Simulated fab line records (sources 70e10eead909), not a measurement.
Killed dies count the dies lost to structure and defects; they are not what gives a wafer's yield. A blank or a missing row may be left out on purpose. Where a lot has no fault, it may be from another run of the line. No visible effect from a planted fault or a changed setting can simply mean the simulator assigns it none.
fab line records	flow nandHarc	part 1 of 2: steps 1 to 4 of 6
record lots=24	wafers=72	lastDay=25
route steps=1159 shown A_CONTACT@861
lots that met no fault: taken from a fault-free run of the same line
startH: hours from the record's opening day to when the first of the lot's shown wafers began	waitH: hours elapsed since this lot's preceding step	" as in the row above	L1.1+2: a single row standing in for several wafers	- value missing, or start not given	* or withheld: withheld	< > ~ a bound
route shown NAME@n: names a module that has steps shown in the file, with the first one's number in the route	usual: mean and standard deviation over wafers with no fault	same: alike in all rows	chamber/n: place in a boat	sites: readings site by site	_std_site: the values' standard deviation	_edge_site: mean of outer sites minus mean of inner sites	radiusMm: how far each site lies from the wafer's centre	mask NAME#n: copy n	behind: the most recent tool/chamber to have shaped the wafer	hold: what put the lot on hold/how long, in hours/how the hold closed	device: whichever transistor did not switch (one of n, p or np)	end of line: the tests these same wafers got at the end of their route	for a step that has no rows: nothing shown but its recipe	killed: count of dies lost to structure and defects at first sort (not the wafer's yield)	map: a wafer's dies, x killed, . not, _ none there
set.NAME: the setting that was run; set.NAME@STEP: the one run at that earlier step	model.NAME: the simulator's own value behind a step, which no gauge read
a sample of lots followed through the steps of the route, with each step as a table and each wafer as a row
services: from which hour (startH, from the record's first day; less than 0 if before it) a tool's chamber was out of use, for how many hours, and why
## steps
# step NHARC_A_CONTACT_ETCH_51
# recipe targetDepthA=36000	overEtchFrac=0.3	timeS=936	ionEnergyEv=150	o2FlowSccm=400	cosFlowSccm=20	arFlowSccm=0	rfW=500	biasW=300	chemistry=O2/COS
# usual drypumpMotorCurrentA=5.9/0.47	o2FlowSccm=400.1/1.1	oesProductAu=1.000/0.01	rfVppV=315.7/1.6	showerheadPlenumPTorr=3.23/0.097	throttleValvePct=28.331/0.008
lot.wafer	tool	chamber	startH	waitH	drypumpMotorCurrentA	o2FlowSccm	oesProductAu	rfHoursCounterH	rfVppV	showerheadPlenumPTorr	throttleValvePct
L075.1	rieDiel-07	0	-	-	6.3	401.2	1.017	53	316.4	3.24	28.328
L075.3	"	3	"	"	5.5	402.0	0.989	49	315.3	3.24	28.327
L075.6	"	1	"	"	5.4	400.3	0.999	-	314.0	3.08	28.328
L074.1	rieDiel-09	1	-	-	6.2	400.7	1.016	17	316.1	3.28	28.330
L074.4	"	0	"	"	5.5	401.5	1.010	-	313.5	3.05	28.335
L074.5	"	1	"	"	6.2	399.9	1.008	-	316.7	3.28	28.337
L077.4	rieDiel-09	0	-	-	5.5	398.6	1.009	23	312.1	3.05	28.325
L077.2	"	1	"	"	6.2	400.4	1.012	19	316.8	3.28	28.331
L077.5	"	3	"	"	5.1	398.6	1.008	-	316.0	3.23	28.332
L076.4	rieDiel-02	3	-	-	5.8	400.9	0.998	15	316.6	3.37	28.329
L076.2	"	1	"	"	6.7	402.2	1.011	15	316.1	3.24	28.337
L076.6	"	3	"	"	5.8	400.0	1.001	-	317.3	3.36	28.319
L078.4	rieDiel-02	1	-	-	6.7	397.4	0.986	17	314.7	3.24	28.331
L078.3	"	3	"	"	5.9	399.4	0.984	18	317.3	3.36	28.322
L078.1	"	0	"	"	5.7	400.3	0.973	3	317.5	3.37	28.339
L080.2	rieDiel-07	2	-	-	6.0	399.0	0.995	56	316.1	3.31	28.334
L080.5	"	2	"	"	6.0	400.3	1.000	-	316.6	3.31	28.320
L080.6	"	3	"	"	5.5	400.3	0.991	-	315.3	3.24	28.336
L079.3	rieDiel-09	2	-	-	5.9	398.5	0.990	27	317.7	3.32	28.343
L079.2	"	3	"	"	5.1	399.7	0.989	28	315.6	3.23	28.320
L079.6	"	2	"	"	5.9	401.3	0.986	-	317.4	3.32	28.337
L081.1	rieDiel-09	3	-	-	5.1	400.3	1.004	31	315.8	3.23	28.319
L081.4	"	1	"	"	6.2	399.6	0.999	26	314.3	3.27	28.328
L081.6	"	3	"	"	5.1	399.7	1.004	-	316.0	3.23	28.335
L082.2	rieDiel-02	1	-	-	6.7	399.8	0.990	32	316.4	3.23	28.328
L082.3	"	3	"	"	5.8	398.9	0.995	35	319.0	3.35	28.351
L082.5	"	2	"	"	6.3	399.6	1.005	-	314.9	3.16	28.317
L085.1	rieDiel-02	1	-	-	6.7	399.7	1.004	38	315.4	3.23	28.334
L085.3	"	2	"	"	6.3	400.3	0.994	40	313.3	3.16	28.324
L085.6	"	2	"	"	6.3	399.7	0.998	-	313.6	3.16	28.327
L084.2	rieDiel-09	0	-	-	5.5	399.0	1.011	34	314.4	3.04	28.330
L084.1	"	1	"	"	6.2	398.8	1.013	29	316.3	3.27	28.320
L084.6	"	0	"	"	5.5	401.0	1.018	-	313.1	3.04	28.317
L083.1	rieDiel-02	1	-	-	6.7	399.6	1.010	43	315.8	3.22	28.324
L083.2	"	2	"	"	6.3	399.4	1.007	46	315.1	3.16	28.344
L083.3	"	0	"	"	5.7	401.6	0.973	28	318.7	3.36	28.336
L087.3	rieDiel-09	1	-	-	6.2	400.5	1.011	1	317.1	3.27	28.335
L087.4	"	2	"	"	5.9	399.5	1.012	0	318.2	3.31	28.338
L087.5	"	3	"	"	5.2	397.9	0.997	-	316.7	3.23	28.331
L088.1	rieDiel-07	2	-	-	6.1	400.5	1.005	12	317.5	3.30	28.341
L088.3	"	3	"	"	5.5	402.4	0.998	13	314.8	3.23	28.334
L088.6	"	0	"	"	6.3	400.1	0.991	-	316.2	3.23	28.323
L086.1	rieDiel-09	0	-	-	5.5	401.0	1.002	2	314.9	3.04	28.326
L086.4	"	1	"	"	6.2	402.3	1.000	2	316.9	3.27	28.345
L086.6	"	1	"	"	6.2	398.9	0.995	-	315.5	3.27	28.339
L089.3	rieDiel-02	0	-	-	5.7	400.2	0.982	34	318.1	3.35	28.326
L089.6	"	0	"	"	5.7	399.8	0.984	-	319.1	3.36	28.352
L089.5	"	1	"	"	6.7	398.3	1.008	-	315.2	3.22	28.335
L090.3	rieDiel-09	3	-	-	5.1	400.5	0.997	5	315.1	3.22	28.338
L090.1	"	1	"	"	6.2	400.1	0.998	6	316.5	3.27	28.340
L090.6	"	3	"	"	5.2	400.1	0.992	-	315.8	3.22	28.357
L092.1	rieDiel-02	2	-	-	6.3	400.3	1.005	60	313.5	3.15	28.333
L092.3	"	3	"	"	5.9	400.3	0.994	56	317.4	3.34	28.333
L092.6	"	2	"	"	6.3	399.3	1.006	-	313.9	3.15	28.333
L091.1	rieDiel-09	0	-	-	5.5	399.1	1.006	8	314.1	3.04	28.332
L091.4	"	1	"	"	6.2	400.6	0.992	8	314.5	3.27	28.324
L091.3	"	2	"	"	5.9	400.2	0.990	7	316.6	3.31	28.323
L093.2	rieDiel-07	1	-	-	5.4	400.4	1.018	19	312.5	3.06	28.326
L093.4	"	3	"	"	5.5	399.9	1.007	25	315.9	3.23	28.317
L093.5	"	0	"	"	6.3	398.6	0.994	-	315.0	3.22	28.332
L094.1	rieDiel-02	0	-	-	5.7	401.3	0.980	44	319.2	3.35	28.323
L094.3	"	1	"	"	6.7	401.3	0.998	63	315.8	3.21	28.342
L094.5	"	2	"	"	6.3	399.9	1.008	-	313.8	3.15	28.305
L096.1	rieDiel-09	2	-	-	5.8	400.8	0.977	11	317.0	3.31	28.323
L096.5	"	1	"	"	6.2	402.8	0.999	-	315.2	3.27	28.329
L096.6	"	2	"	"	5.9	400.9	0.981	-	316.2	3.31	28.336
L095.1	rieDiel-09	0	-	-	5.5	401.3	1.004	13	313.4	3.04	28.335
L095.3	"	1	"	"	6.2	399.6	1.003	14	316.3	3.27	28.327
L095.2	"	2	"	"	5.9	400.2	0.987	12	316.7	3.31	28.337
L097.3	rieDiel-02	0	-	-	5.7	399.8	0.980	4	318.3	3.34	28.326
L097.2	"	1	"	"	6.7	400.9	0.998	5	315.2	3.21	28.335
L097.5	"	0	"	"	5.7	399.0	0.988	-	318.3	3.34	28.331
# step NHARC_A_CONTACT_ETCH_116
# recipe sourceW=withheld	pressureMtorr=20	biasV=3000	timeS=94	targetDepthA=9220	arFlowSccm=withheld	c4f8FlowSccm=withheld	o2FlowSccm=withheld	chemistry=C4F8/O2/Ar
lot.wafer	tool	chamber	startH	waitH	rfHoursCounterH
L075.1	harCapEtch-02	1	371.06	0.1	8
L075.3	"	0	"	"	-
L075.6	"	0	"	"	-
L074.1	harCapEtch-01	0	371.11	0.1	54
L074.4	"	1	"	"	-
L074.5	"	0	"	"	-
L077.2	harCapEtch-01	0	375.62	0.1	55
L077.4	"	0	"	"	-
L077.5	"	1	"	"	-
L076.2	harCapEtch-03	1	375.85	0.1	83
L076.4	"	0	"	"	-
L076.6	"	1	"	"	-
L078.1	harCapEtch-02	0	380.17	0.1	12
L078.4	"	1	"	"	-
L078.3	"	0	"	"	-
L080.2	harCapEtch-03	0	402.16	0.1	88
L080.6	"	1	"	"	-
L080.5	"	0	"	"	-
L079.2	harCapEtch-02	0	404.52	0.1	15
L079.3	"	1	"	"	-
L079.6	"	0	"	"	-
L081.1	harCapEtch-02	1	414.12	0.1	16
L081.4	"	0	"	"	-
L081.6	"	0	"	"	-
L082.2	harCapEtch-01	0	415.21	0.1	62
L082.3	"	1	"	"	-
L082.5	"	0	"	"	-
L085.1	harCapEtch-01	0	429.70	0.1	65
L085.3	"	0	"	"	-
L085.6	"	0	"	"	-
L084.2	harCapEtch-02	0	431.11	0.1	19
L084.1	"	1	"	"	19
L084.6	"	0	"	"	-
L083.1	harCapEtch-01	0	437.85	0.1	66
L083.2	"	1	"	"	66
L083.3	"	0	"	"	-
L087.3	harCapEtch-01	1	444.45	0.1	-
L087.4	"	0	"	"	-
L087.5	"	1	"	"	-
L088.1	harCapEtch-01	1	447.91	0.1	68
L088.3	"	1	"	"	-
L088.6	"	0	"	"	-
L086.1	harCapEtch-03	1	449.32	0.1	96
L086.4	"	0	"	"	-
L086.6	"	0	"	"	-
L089.3	harCapEtch-02	0	459.07	0.1	-
L089.5	"	1	"	"	-
L089.6	"	0	"	"	-
L090.1	harCapEtch-02	0	463.47	0.1	25
L090.3	"	0	"	"	-
L090.6	"	1	"	"	-
L092.1	harCapEtch-01	0	475.96	0.1	74
L092.3	"	1	"	"	-
L092.6	"	1	"	"	-
L091.1	harCapEtch-03	0	476.57	0.1	101
L091.4	"	1	"	"	-
L091.3	"	0	"	"	-
L093.2	harCapEtch-01	1	482.50	0.1	75
L093.4	"	0	"	"	-
L093.5	"	1	"	"	-
L094.1	harCapEtch-01	0	493.60	0.1	77
L094.3	"	1	"	"	-
L094.5	"	0	"	"	-
L096.1	harCapEtch-02	0	499.27	0.1	30
L096.5	"	0	"	"	-
L096.6	"	1	"	"	-
L095.1	harCapEtch-03	0	505.62	0.1	105
L095.2	"	1	"	"	105
L095.3	"	0	"	"	-
L097.2	harCapEtch-01	1	526.70	0.1	83
L097.3	"	0	"	"	-
L097.5	"	1	"	"	-
# step NHARC_A_CONTACT_ETCH_118
# recipe sourceW=withheld	pressureMtorr=20	biasV=3000	timeS=94	targetDepthA=9220	arFlowSccm=withheld	c4f8FlowSccm=withheld	o2FlowSccm=withheld	chemistry=C4F8/O2/Ar
lot.wafer	tool	chamber	startH	waitH	rfHoursCounterH
L075.1	harCapEtch-02	1	371.24	0.1	8
L075.3	"	0	"	"	-
L075.6	"	0	"	"	-
L074.1	harCapEtch-01	0	371.30	0.1	54
L074.4	"	1	"	"	-
L074.5	"	0	"	"	-
L077.2	harCapEtch-01	0	375.80	0.1	55
L077.4	"	0	"	"	-
L077.5	"	1	"	"	-
L076.2	harCapEtch-03	1	376.03	0.1	83
L076.4	"	0	"	"	-
L076.6	"	1	"	"	-
L078.1	harCapEtch-02	0	380.35	0.1	12
L078.4	"	1	"	"	-
L078.3	"	0	"	"	-
L080.2	harCapEtch-03	0	402.34	0.1	88
L080.6	"	1	"	"	-
L080.5	"	0	"	"	-
L079.2	harCapEtch-02	0	404.71	0.1	15
L079.3	"	1	"	"	-
L079.6	"	0	"	"	-
L081.1	harCapEtch-02	1	414.30	0.1	17
L081.4	"	0	"	"	-
L081.6	"	0	"	"	-
L082.2	harCapEtch-01	0	415.39	0.1	62
L082.3	"	1	"	"	-
L082.5	"	0	"	"	-
L085.1	harCapEtch-01	0	429.88	0.1	65
L085.3	"	0	"	"	-
L085.6	"	0	"	"	-
L084.2	harCapEtch-02	0	431.36	0.1	19
L084.1	"	1	"	"	19
L084.6	"	0	"	"	-
L083.1	harCapEtch-01	0	438.03	0.1	66
L083.2	"	1	"	"	66
L083.3	"	0	"	"	-
L087.3	harCapEtch-01	1	444.63	0.1	-
L087.4	"	0	"	"	-
L087.5	"	1	"	"	-
L088.1	harCapEtch-01	1	448.10	0.1	69
L088.3	"	1	"	"	-
L088.6	"	0	"	"	-
L086.1	harCapEtch-03	1	449.51	0.1	96
L086.4	"	0	"	"	-
L086.6	"	0	"	"	-
L089.3	harCapEtch-02	0	459.31	0.1	-
L089.5	"	1	"	"	-
L089.6	"	0	"	"	-
L090.1	harCapEtch-02	0	463.71	0.1	26
L090.3	"	0	"	"	-
L090.6	"	1	"	"	-
L092.1	harCapEtch-01	0	476.14	0.1	74
L092.3	"	1	"	"	-
L092.6	"	1	"	"	-
L091.1	harCapEtch-03	0	476.75	0.1	101
L091.4	"	1	"	"	-
L091.3	"	0	"	"	-
L093.2	harCapEtch-01	1	482.75	0.1	75
L093.4	"	0	"	"	-
L093.5	"	1	"	"	-
L094.1	harCapEtch-01	0	493.78	0.1	78
L094.3	"	1	"	"	-
L094.5	"	0	"	"	-
L096.1	harCapEtch-02	0	499.45	0.1	30
L096.5	"	0	"	"	-
L096.6	"	1	"	"	-
L095.1	harCapEtch-03	0	505.80	0.1	105
L095.2	"	1	"	"	105
L095.3	"	0	"	"	-
L097.2	harCapEtch-01	1	526.88	0.1	83
L097.3	"	0	"	"	-
L097.5	"	1	"	"	-
# step NHARC_A_CONTACT_ETCH_90
# recipe targetDepthA=400	overEtchFrac=0.5	timeS=85.7	ionEnergyEv=120	ch3fFlowSccm=50	o2FlowSccm=30	arFlowSccm=200	rfW=500	biasW=100	chemistry=CH3F/O2
# usual drypumpMotorCurrentA=5.9/0.41	o2FlowSccm=29.98/0.085	oesProductAu=0.95/0.036	rfVppV=245.5/1.2	showerheadPlenumPTorr=2.55/0.076	throttleValvePct=20.663/0.0095
lot.wafer	tool	chamber	startH	waitH	drypumpMotorCurrentA	o2FlowSccm	oesProductAu	rfHoursCounterH	rfVppV	showerheadPlenumPTorr	throttleValvePct
L075.3	rieDiel-02	0	372.34	0.4	5.7	29.97	0.97	0	247.4	2.66	20.676
L075.1	"	2	"	"	6.3	30.05	1.01	15	245.3	2.50	20.654
L075.6	"	0	"	"	5.7	30.05	0.96	-	245.9	2.66	20.658
L074.4	rieDiel-07	3	372.37	0.4	5.5	29.98	0.92	50	245.0	2.56	20.676
L074.1	"	0	"	"	6.3	30.19	0.94	54	245.5	2.56	20.650
L074.5	"	0	"	"	6.3	30.06	0.93	-	245.2	2.56	20.661
L077.4	rieDiel-09	1	376.86	0.4	6.2	29.88	0.93	19	246.4	2.58	20.665
L077.2	"	2	"	"	5.9	30.02	0.92	22	245.9	2.62	20.667
L077.5	"	2	"	"	5.9	29.94	0.92	-	246.5	2.62	20.667
L076.4	rieDiel-07	3	377.08	0.4	5.5	29.95	0.91	51	245.9	2.56	20.654
L076.2	"	1	"	"	5.4	30.02	0.93	47	244.9	2.42	20.660
L076.6	"	3	"	"	5.5	29.99	0.91	-	246.4	2.56	20.666
L078.4	rieDiel-02	3	381.39	0.4	5.8	29.98	0.93	18	246.6	2.65	20.667
L078.3	"	0	"	"	5.7	29.96	0.90	4	247.8	2.66	20.645
L078.1	"	2	"	"	6.3	30.03	0.92	18	244.2	2.50	20.660
L080.2	rieDiel-07	1	403.43	0.5	5.4	29.93	0.95	54	244.4	2.42	20.675
L080.6	"	2	"	"	6.0	29.80	0.93	-	245.9	2.61	20.668
L080.5	"	3	"	"	5.5	29.98	0.92	-	245.6	2.55	20.651
L079.2	rieDiel-09	1	405.76	0.5	6.2	29.97	0.94	24	244.2	2.58	20.671
L079.3	"	0	"	"	5.5	30.05	0.96	29	242.1	2.40	20.669
L079.6	"	1	"	"	6.2	29.92	0.95	-	247.5	2.58	20.666
L081.4	rieDiel-09	1	415.34	0.4	6.2	30.11	0.92	26	245.5	2.58	20.648
L081.1	"	0	"	"	5.5	29.92	0.94	31	243.2	2.40	20.652
L081.6	"	1	"	"	6.2	29.99	0.92	-	245.4	2.58	20.677
L082.3	rieDiel-07	0	416.46	0.4	6.3	29.84	0.99	0	246.4	2.55	20.641
L082.2	"	1	"	"	5.4	30.04	1.00	1	245.3	2.42	20.655
L082.5	"	1	"	"	5.4	30.02	1.01	-	244.9	2.42	20.672
L085.1	rieDiel-09	1	430.92	0.5	6.2	29.96	0.93	29	246.4	2.58	20.668
L085.3	"	0	"	"	5.5	30.18	0.93	34	242.9	2.40	20.675
L085.6	"	1	"	"	6.2	30.00	0.92	-	246.6	2.58	20.664
L084.1	rieDiel-02	3	432.68	0.6	5.8	30.04	1.00	42	246.4	2.64	20.671
L084.2	"	1	"	"	6.7	30.10	1.00	41	244.9	2.54	20.670
L084.6	"	3	"	"	5.8	29.97	1.00	-	246.8	2.64	20.672
L083.2	rieDiel-07	3	439.08	0.5	5.5	29.93	0.98	11	246.5	2.55	20.658
L083.1	"	1	"	"	5.4	29.95	0.98	10	243.3	2.41	20.660
L083.3	"	2	"	"	6.0	29.92	0.98	10	246.9	2.61	20.645
L087.4	rieDiel-09	2	445.65	0.4	5.9	29.98	0.93	1	245.9	2.61	20.663
L087.3	"	0	"	"	5.5	30.11	0.93	1	243.4	2.39	20.681
L087.5	"	2	"	"	5.9	29.92	0.93	-	245.9	2.61	20.668
L088.3	rieDiel-09	2	449.16	0.4	5.9	30.01	0.99	2	246.8	2.61	20.680
L088.1	"	3	"	"	5.1	29.87	1.00	2	245.6	2.54	20.682
L088.6	"	0	"	"	5.5	29.89	1.01	-	242.7	2.39	20.663
L086.4	rieDiel-09	2	450.56	0.5	5.8	29.97	0.92	2	245.3	2.61	20.658
L086.1	"	0	"	"	5.5	30.14	0.92	3	244.2	2.39	20.681
L086.6	"	1	"	"	6.2	29.94	0.94	-	245.6	2.58	20.670
L089.3	rieDiel-07	1	460.58	0.4	5.4	30.00	1.02	13	244.4	2.41	20.665
L089.5	"	0	"	"	6.3	29.99	1.00	-	245.6	2.54	20.651
L089.6	"	1	"	"	5.4	29.89	1.02	-	244.0	2.41	20.663
L090.1	rieDiel-09	0	465.04	0.7	5.5	29.93	0.93	6	242.9	2.39	20.654
L090.3	"	1	"	"	6.2	30.01	0.92	7	246.6	2.58	20.664
L090.6	"	3	"	"	5.1	29.91	0.92	-	244.8	2.54	20.669
L092.3	rieDiel-07	0	477.18	0.4	6.3	29.99	1.00	26	245.9	2.54	20.670
L092.1	"	3	"	"	5.4	29.92	1.00	24	245.8	2.54	20.673
L092.6	"	0	"	"	6.3	30.06	0.99	-	245.7	2.54	20.653
L091.1	rieDiel-02	3	477.79	0.5	5.9	30.01	0.92	57	246.5	2.64	20.647
L091.3	"	1	"	"	6.7	30.08	0.93	57	246.2	2.53	20.674
L091.4	"	2	"	"	6.3	29.86	0.94	61	244.8	2.48	20.683
L093.2	rieDiel-07	3	484.07	0.6	5.4	30.14	0.93	26	245.0	2.54	20.667
L093.4	"	1	"	"	5.5	30.02	0.95	-	244.7	2.41	20.650
L093.5	"	3	"	"	5.5	30.11	0.94	-	245.6	2.54	20.652
L094.1	rieDiel-02	3	494.84	0.5	5.9	29.98	0.92	63	245.8	2.63	20.664
L094.3	"	0	"	"	5.7	29.92	0.91	45	247.1	2.64	20.662
L094.5	"	3	"	"	5.9	29.96	0.92	-	246.4	2.63	20.661
L096.1	rieDiel-07	3	500.56	0.6	5.5	29.90	1.01	33	244.8	2.54	20.668
L096.5	"	1	"	"	5.4	30.16	1.02	-	243.8	2.41	20.661
L096.6	"	3	"	"	5.5	30.00	1.00	-	244.3	2.54	20.657
L095.1	rieDiel-09	1	506.86	0.5	6.2	30.07	0.92	14	246.5	2.57	20.662
L095.2	"	3	"	"	5.1	30.05	0.93	13	243.5	2.54	20.663
L095.3	"	0	"	"	5.5	30.07	0.93	14	243.1	2.39	20.661
L097.2	rieDiel-02	3	527.96	0.6	5.8	29.97	0.94	6	248.1	2.63	20.665
L097.3	"	0	"	"	5.7	29.89	0.91	5	245.6	2.64	20.659
L097.5	"	1	"	"	6.7	30.04	0.92	-	245.1	2.53	20.672
